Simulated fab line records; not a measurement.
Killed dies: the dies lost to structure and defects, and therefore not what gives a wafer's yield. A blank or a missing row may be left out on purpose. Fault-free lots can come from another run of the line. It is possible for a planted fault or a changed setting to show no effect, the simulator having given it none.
Which tool was responsible?    flow n5Finfet    11 lots, 31 wafers sampled, at 5 steps of a route of 1938

== WHAT THE GAUGES SHOWED, per wafer ==
N5_BEOL_M12_CD_MEAS_10: target cd 140 nm.
lot   measured      on        cdNm (nm)
L390  day 10 13:29  cdSem-03  140.8 145.9 143.8
L397  day 12 11:11  cdSem-03  138.9 141.5 139.9
L398  day 12 13:04  cdSem-01  142.1 139.1 138.6
L396  day 12 13:30  cdSem-03  141.1 142.4 139.8
L402  day 13 19:16  cdSem-02  142.0 141.3 143.5
L401  day 13 23:00  cdSem-02  139.6 137.7 141.4
L403  day 14 02:32  cdSem-02  132.5 141.6
L404  day 14 06:52  cdSem-02  127.9 138.9
L410  day 15 18:56  cdSem-03  140.0 140.3 136.6
L412  day 16 05:14  cdSem-02  141.4 142.0 140.2
L413  day 16 15:17  cdSem-01  140.9 138.3 141.3

== WHAT TOOL EACH LOT RAN ON (gives the tool, then ch and the chambers of the sampled wafers, and finally the start) ==
lot   N5_BEOL_M11_ETCH_65                N5_BEOL_M11_CURE_72           N5_BEOL_M11_SURFACE_TREAT_76  N5_BEOL_M12_EXPOSE_07
L390  rieDiel-03 ch 1,2,3, day 10 09:45  uvCure-01 ch 2, day 10 10:24  pvdSputter-02, day 10 11:44   krfScanner-02 ch 0, day 10 13:19
L397  rieDiel-02 ch 0,2, day 12 06:28    uvCure-01 ch 1, day 12 07:08  pvdSputter-03, day 12 08:11   krfScanner-01 ch 0, day 12 11:01
L398  rieDiel-04 ch 0,1,3, day 12 08:42  uvCure-01 ch 2, day 12 09:28  pvdSputter-02, day 12 11:00   krfScanner-02 ch 0, day 12 12:55
L396  rieDiel-03 ch 2,3, day 12 09:07    uvCure-02 ch 0, day 12 09:49  pvdSputter-01, day 12 11:15   krfScanner-02 ch 0, day 12 13:20
L402  rieDiel-03 ch 0,1,3, day 13 15:24  uvCure-01 ch 0, day 13 16:13  pvdSputter-03, day 13 17:27   krfScanner-01 ch 0, day 13 19:05
L401  rieDiel-04 ch 1,2,3, day 13 19:37  uvCure-03 ch 1, day 13 20:20  pvdSputter-02, day 13 21:10   krfScanner-01 ch 0, day 13 22:50
L403  rieDiel-03 ch 1,3, day 13 21:58    uvCure-01 ch 0, day 13 22:44  pvdSputter-03, day 14 00:47   krfScanner-02 ch 0, day 14 02:22
L404  rieDiel-04 ch 2,3, day 14 01:53    uvCure-02 ch 1, day 14 02:36  pvdSputter-01, day 14 03:30   krfScanner-02 ch 0, day 14 06:42
L410  rieDiel-04 ch 2,3, day 15 09:23    uvCure-02 ch 1, day 15 10:08  pvdSputter-03, day 15 11:17   krfScanner-01 ch 0, day 15 18:46
L412  rieDiel-03 ch 0,1,2, day 16 01:10  uvCure-02 ch 0, day 16 02:06  pvdSputter-03, day 16 03:00   krfScanner-01 ch 0, day 16 05:04
L413  rieDiel-03 ch 1,3, day 16 11:02    uvCure-03 ch 2, day 16 11:42  pvdSputter-01, day 16 12:41   krfScanner-01 ch 0, day 16 15:07
- N5_BEOL_M11_ETCH_65: etches SiARC in CF4, target depth 39 nm, time 65 s.
- N5_BEOL_M11_CURE_72: cures SiCOH lowk, time 120 s.
- N5_BEOL_M11_SURFACE_TREAT_76
- N5_BEOL_M12_EXPOSE_07: exposes mask V11.

== WHAT THE TOOLS THEMSELVES READ (means of the sampled wafers that have a number; where no wafer has one, the mark that the record gives instead) ==
N5_BEOL_M11_ETCH_65.
lot   tool        drypumpMotorCurrentA (A)  etchRfOnTimeS (s)  oesProductAu (a.u.)  rfVppV (V)  showerheadPlenumPTorr (Torr)  throttleValvePct (%)
L390  rieDiel-03  5.7                       65.5               0.61                 183.2       2.09                          15.67
L397  rieDiel-02  5.8                       66.6               0.62                 184.3       2.17                          15.61
L398  rieDiel-04  6.1                       63.1               0.61                 183.5       2.15                          15.83
L396  rieDiel-03  5.3                       65.8               0.60                 182.7       2.06                          15.71
L402  rieDiel-03  5.9                       65.3               0.66                 183.6       2.14                          15.66
L401  rieDiel-04  5.8                       64.2               0.60                 185.0       2.18                          15.71
L403  rieDiel-03  5.9                       65.7               0.59                 182.7       2.06                          15.79
L404  rieDiel-04  5.7                       64.7               0.59                 184.7       2.17                          15.70
L410  rieDiel-04  5.7                       63.6               0.59                 184.3       2.17                          15.72
L412  rieDiel-03  5.9                       64.1               0.64                 184.0       2.16                          15.61
L413  rieDiel-03  6.1                       65.2               0.58                 182.9       2.07                          15.83

N5_BEOL_M11_CURE_72.
lot   tool       lampPowerPct (%)  wafer_temp_C_max
L390  uvCure-01  52.28             371.6
L397  uvCure-01  52.30             372.5
L398  uvCure-01  52.34             372.0
L396  uvCure-02  52.34             371.8
L402  uvCure-01  52.33             371.0
L401  uvCure-03  52.30             371.6
L403  uvCure-01  52.31             371.0
L404  uvCure-02  52.28             371.2
L410  uvCure-02  52.35             371.3
L412  uvCure-02  52.28             371.4
L413  uvCure-03  52.28             373.6

N5_BEOL_M11_SURFACE_TREAT_76.
lot   tool           arFlowSccm (sccm)
L390  pvdSputter-02  30.13
L397  pvdSputter-03  29.99
L398  pvdSputter-02  29.88
L396  pvdSputter-01  29.99
L402  pvdSputter-03  29.96
L401  pvdSputter-02  30.00
L403  pvdSputter-03  29.99
L404  pvdSputter-01  29.88
L410  pvdSputter-03  29.99
L412  pvdSputter-03  30.00
L413  pvdSputter-01  30.11

== THE ANSWER, worked out from the rows above alone ==
Rule: what is usual is taken from the lots themselves. Put in order of their means at a reading, lots are off if they are a third of the lots or fewer, leave a main group of 4 or more, and stand apart from it by a gap of 3 or more times the standard deviation of the main group's means; of several such gaps the widest counts. A main group whose means are all the same, to the digits that the tables above print for the reading, isn't used. Also off: a lot with no number at a reading for which 4 or more lots have one. All remaining lots with rows at the step are treated as sound. The gauges are gone through in route order, then the tools' own readings, and for those a lot's mean is taken as printed above. At the first step where some lot is off, the reading lying furthest off is the one used; lots without a number count as furthest.
None of the lots is off at any reading shown; this tells nothing.

== WHAT HAD BEEN PUT IN BY THE SIMULATOR ==
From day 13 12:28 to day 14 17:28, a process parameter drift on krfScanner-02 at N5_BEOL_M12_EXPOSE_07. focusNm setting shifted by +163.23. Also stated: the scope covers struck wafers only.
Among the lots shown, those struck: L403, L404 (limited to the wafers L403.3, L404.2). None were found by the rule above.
